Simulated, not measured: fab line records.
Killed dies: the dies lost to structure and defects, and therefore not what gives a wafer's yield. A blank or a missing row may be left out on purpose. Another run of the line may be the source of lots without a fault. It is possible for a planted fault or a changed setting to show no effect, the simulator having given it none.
A sampling plan put to the test + flow nand-harc + one fab line, 21 faults that these records tell of, each judged on the records of the lots that it struck; 1 more is left out, because the records don't allow judging it
The plan consists of the line's own looks: route steps at which the wafer is read by a gauge or an inspection but not changed. A look is open to judgement when struck wafers have a number at it and the file gives its usual mean and standard deviation on fault-free wafers. Caught: a look later than the fault's first step finds the struck wafers' mean 4 or more of those standard deviations (sigma) from the usual mean. On the tool: here the same test is run on the tool's own readings at the fault's steps. A different recipe on the struck wafers counts as caught too, as does a record blank only for those wafers.

THE FAULTS, as the simulator had put them in
1. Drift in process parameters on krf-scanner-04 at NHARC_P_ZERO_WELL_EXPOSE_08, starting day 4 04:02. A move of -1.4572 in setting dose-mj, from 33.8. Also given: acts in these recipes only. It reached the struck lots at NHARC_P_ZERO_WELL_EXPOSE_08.
2. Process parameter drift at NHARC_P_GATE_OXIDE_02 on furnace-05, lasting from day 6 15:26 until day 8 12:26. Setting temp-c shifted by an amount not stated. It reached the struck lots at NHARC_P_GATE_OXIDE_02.
3. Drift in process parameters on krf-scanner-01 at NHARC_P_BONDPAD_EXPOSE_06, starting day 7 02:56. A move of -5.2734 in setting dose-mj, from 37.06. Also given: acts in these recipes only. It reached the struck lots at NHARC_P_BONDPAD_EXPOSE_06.
4. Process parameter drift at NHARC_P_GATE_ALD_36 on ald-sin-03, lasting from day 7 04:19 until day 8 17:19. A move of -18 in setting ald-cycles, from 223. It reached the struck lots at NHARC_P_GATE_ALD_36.
5. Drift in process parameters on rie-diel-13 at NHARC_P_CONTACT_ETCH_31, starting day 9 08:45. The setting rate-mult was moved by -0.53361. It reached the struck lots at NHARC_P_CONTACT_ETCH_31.
6. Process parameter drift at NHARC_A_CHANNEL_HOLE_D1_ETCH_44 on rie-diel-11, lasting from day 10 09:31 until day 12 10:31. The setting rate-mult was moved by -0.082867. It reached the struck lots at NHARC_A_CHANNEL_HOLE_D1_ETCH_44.
7. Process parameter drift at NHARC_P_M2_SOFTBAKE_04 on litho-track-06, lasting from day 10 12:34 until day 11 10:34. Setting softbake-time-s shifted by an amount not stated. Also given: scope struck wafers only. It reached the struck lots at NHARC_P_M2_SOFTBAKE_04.
8. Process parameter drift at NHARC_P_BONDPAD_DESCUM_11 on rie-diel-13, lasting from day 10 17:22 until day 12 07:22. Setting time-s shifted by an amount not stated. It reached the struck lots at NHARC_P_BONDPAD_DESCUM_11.
9. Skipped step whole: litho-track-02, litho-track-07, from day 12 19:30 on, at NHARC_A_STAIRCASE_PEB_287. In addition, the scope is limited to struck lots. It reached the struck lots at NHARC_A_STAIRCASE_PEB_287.
10. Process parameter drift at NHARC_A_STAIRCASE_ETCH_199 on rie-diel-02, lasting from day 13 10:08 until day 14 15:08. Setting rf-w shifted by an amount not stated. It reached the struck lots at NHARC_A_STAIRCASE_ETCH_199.
11. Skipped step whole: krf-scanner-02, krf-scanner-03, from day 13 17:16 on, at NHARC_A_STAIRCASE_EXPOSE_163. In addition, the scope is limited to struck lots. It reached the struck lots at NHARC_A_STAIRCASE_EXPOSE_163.
12. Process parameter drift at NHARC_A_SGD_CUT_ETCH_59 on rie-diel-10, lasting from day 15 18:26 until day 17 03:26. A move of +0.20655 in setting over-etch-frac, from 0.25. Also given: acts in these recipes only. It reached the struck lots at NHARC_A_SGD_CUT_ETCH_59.
13. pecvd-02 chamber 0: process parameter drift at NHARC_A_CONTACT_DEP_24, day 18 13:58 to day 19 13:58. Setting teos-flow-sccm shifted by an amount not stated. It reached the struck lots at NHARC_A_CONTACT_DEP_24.
14. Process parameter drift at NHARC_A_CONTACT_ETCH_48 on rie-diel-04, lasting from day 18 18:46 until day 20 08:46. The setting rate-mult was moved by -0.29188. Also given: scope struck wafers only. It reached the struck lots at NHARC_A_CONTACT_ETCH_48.
15. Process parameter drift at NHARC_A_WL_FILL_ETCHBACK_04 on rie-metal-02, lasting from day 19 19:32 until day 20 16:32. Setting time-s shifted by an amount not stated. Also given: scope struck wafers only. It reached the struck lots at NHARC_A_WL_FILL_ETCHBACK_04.
16. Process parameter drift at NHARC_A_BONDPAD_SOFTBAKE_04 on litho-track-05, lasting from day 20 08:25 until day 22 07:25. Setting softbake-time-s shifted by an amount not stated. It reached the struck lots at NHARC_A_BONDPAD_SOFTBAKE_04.
17. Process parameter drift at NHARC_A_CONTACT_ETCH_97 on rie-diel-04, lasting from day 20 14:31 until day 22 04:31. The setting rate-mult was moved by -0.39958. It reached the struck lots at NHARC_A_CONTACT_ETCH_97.
18. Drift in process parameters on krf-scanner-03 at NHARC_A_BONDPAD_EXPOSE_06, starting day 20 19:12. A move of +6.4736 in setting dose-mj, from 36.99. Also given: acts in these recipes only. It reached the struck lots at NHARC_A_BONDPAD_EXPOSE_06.
19. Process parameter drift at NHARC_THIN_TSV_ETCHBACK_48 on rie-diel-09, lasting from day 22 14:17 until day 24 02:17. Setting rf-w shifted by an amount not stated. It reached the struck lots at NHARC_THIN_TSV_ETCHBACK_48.
20. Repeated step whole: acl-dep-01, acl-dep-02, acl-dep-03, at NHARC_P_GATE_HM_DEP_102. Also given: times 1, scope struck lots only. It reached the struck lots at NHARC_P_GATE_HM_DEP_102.
21. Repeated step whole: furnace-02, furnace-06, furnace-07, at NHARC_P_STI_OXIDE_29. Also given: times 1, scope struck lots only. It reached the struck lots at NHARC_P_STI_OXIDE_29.

WHAT THE PLAN SAW
| fault | on the tool itself                               | first look that catches it                      | reading, sigma                                            | median hours from its first step to that look | hours from the fault's start to the first struck lot there | judged looks passed uncaught |
|-------|--------------------------------------------------|-------------------------------------------------|-----------------------------------------------------------|-----------------------------------------------|------------------------------------------------------------|------------------------------|
| 1     | exposure-dose-mJ-cm2 -33 sigma                   | none of the 2 looks that can be judged after it | -                                                         | -                                             | -                                                          | 2                            |
| 2     | tube-center-temp-C -99 or beyond sigma           | no look after it can be judged                  | -                                                         | -                                             | -                                                          | 0                            |
| 3     | exposure-dose-mJ-cm2 -99 or beyond sigma         | not the one look that can be judged after it    | -                                                         | -                                             | -                                                          | 1                            |
| 4     | under 2 sigma                                    | not the one look that can be judged after it    | -                                                         | -                                             | -                                                          | 1                            |
| 5     | oes-product-au -19 sigma                         | not the one look that can be judged after it    | strongest: killed-at-periphery at NHARC_END_SORT_01, +2.3 | -                                             | -                                                          | 1                            |
| 6     | oes-product-au -4.1 sigma                        | NHARC_END_SORT_01                               | killed-at-array +20                                       | 270.2                                         | 279                                                        | 0                            |
| 7     | heater-power-total-W +99 or beyond sigma         | no look after it can be judged                  | -                                                         | -                                             | -                                                          | 0                            |
| 8     | run-length-s +5.8 sigma                          | not the one look that can be judged after it    | -                                                         | -                                             | -                                                          | 1                            |
| 9     | the tool's record is blank for the struck wafers | no look after it can be judged                  | -                                                         | -                                             | -                                                          | 0                            |
| 10    | rf-fwd-power-W -31 sigma                         | no look after it can be judged                  | -                                                         | -                                             | -                                                          | 0                            |
| 11    | no reading that can be judged                    | no look after it can be judged                  | -                                                         | -                                             | -                                                          | 0                            |
| 12    | under 2 sigma                                    | none of the 2 looks that can be judged after it | -                                                         | -                                             | -                                                          | 2                            |
| 13    | mfc-precursor-sccm -67 sigma                     | not the one look that can be judged after it    | -                                                         | -                                             | -                                                          | 1                            |
| 14    | oes-product-au -15 sigma                         | NHARC_END_SORT_01                               | killed-dies +41                                           | 78.5                                          | 89                                                         | 0                            |
| 15    | run-length-s -7.6 sigma                          | no look after it can be judged                  | -                                                         | -                                             | -                                                          | 0                            |
| 16    | heater-power-total-W +25 sigma                   | no look after it can be judged                  | -                                                         | -                                             | -                                                          | 0                            |
| 17    | oes-product-au -11 sigma                         | NHARC_END_SORT_01                               | killed-at-array +58                                       | 67.8                                          | 83                                                         | 1                            |
| 18    | exposure-dose-mJ-cm2 +99 or beyond sigma         | no look after it can be judged                  | -                                                         | -                                             | -                                                          | 0                            |
| 19    | rf-fwd-power-W +99 or beyond sigma               | no look after it can be judged                  | -                                                         | -                                             | -                                                          | 0                            |
| 20    | under 2 sigma                                    | none of the 2 looks that can be judged after it | -                                                         | -                                             | -                                                          | 2                            |
| 21    | under 2 sigma                                    | not the one look that can be judged after it    | -                                                         | -                                             | -                                                          | 1                            |
A dash: the fault isn't caught, or these records don't give the number.

Caught at a look: 3 of 21. Caught on the tool: 16 of 21. By one or the other: 16 of 21.
Caught on the tool alone: faults 1, 2, 3, 5, 7, 8, 9, 10, 13, 15, 16, 18, 19.
Caught by neither: faults 4, 11, 12, 20, 21.

THINNER SAMPLING
If the look that catches a fault measured only every second or every third lot, by lot number, the first struck lot would be measured this late in the worst case:
| fault | struck lots at that look, in order of time | every lot | every second lot | every third lot |
|-------|--------------------------------------------|-----------|------------------|-----------------|
| 6     | L840                                       | 279 h     | may miss it      | may miss it     |
| 14    | L688                                       | 89 h      | may miss it      | may miss it     |
| 17    | L421, L423, L422                           | 83 h      | 93 h             | 93 h            |
The hour figures run from when the fault began to the first measured lot among those it struck. The limit of 4 sigma was tested on all struck wafers together, so one lot alone may lie under it. Other struck lots may not be in these records.

THE LONGEST TIMED WAY FROM STEP TO LOOK
Fault 6: the median time between NHARC_A_CHANNEL_HOLE_D1_ETCH_44 and NHARC_END_SORT_01 is 270.2 hours. No look between them can be judged.
